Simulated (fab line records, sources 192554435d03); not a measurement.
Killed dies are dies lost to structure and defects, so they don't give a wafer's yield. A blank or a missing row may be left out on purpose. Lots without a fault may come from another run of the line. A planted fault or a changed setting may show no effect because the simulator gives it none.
Which tool did it? | flow n5_finfet | 12 lots, 36 wafers sampled, at 1 step of a route of 1938

WHAT THE GAUGES READ, wafer by wafer
N5_BEOL_M2_OCD_MEAS_38.
lot  | measured     | on     | trench_depth_nm (nm)
L074 | day 8 00:59  | ocd-02 | 54.3 55.4 54.9
L078 | day 8 04:03  | ocd-02 | 55.5 52.3 54.8
L079 | day 8 13:06  | ocd-01 | 55.5 54.8 53.8
L081 | day 9 01:14  | ocd-02 | 53.5 54.2 52.5
L083 | day 9 10:02  | ocd-02 | 52.4 57.4 56.3
L085 | day 10 03:05 | ocd-01 | 53.2 52.8 55.9
L087 | day 10 11:49 | ocd-02 | 56.6 53.1 56.3
L089 | day 11 03:15 | ocd-02 | 52.9 54.2 55.0
L091 | day 11 16:24 | ocd-01 | 56.0 54.6 53.8
L092 | day 12 09:01 | ocd-01 | 55.1 54.5 55.0
L096 | day 12 15:30 | ocd-01 | 52.7 56.3 56.3
L097 | day 12 23:28 | ocd-02 | 57.1 53.9 54.2

WHICH TOOL RAN EACH LOT (tool, then ch and the chambers of the sampled wafers, then the start)
The record holds no process step before these readings.

THE ANSWER, worked out from the rows above alone
Rule: what is usual is taken from the lots themselves. Put in order of their means at a reading, lots are off if they are a third of the lots or fewer, leave a main group of 4 or more, and stand apart from it by a gap of 3 or more times the standard deviation of the main group's means; of several such gaps the widest counts. A main group whose means are all the same, to the digits that the tables above print for the reading, isn't used. A lot without any number at a reading at which 4 lots or more have one is off too. The other lots that the step has rows for count as sound.
No lot is off at any reading shown: from this, nothing can be told.

WHAT THE SIMULATOR HAD PUT IN
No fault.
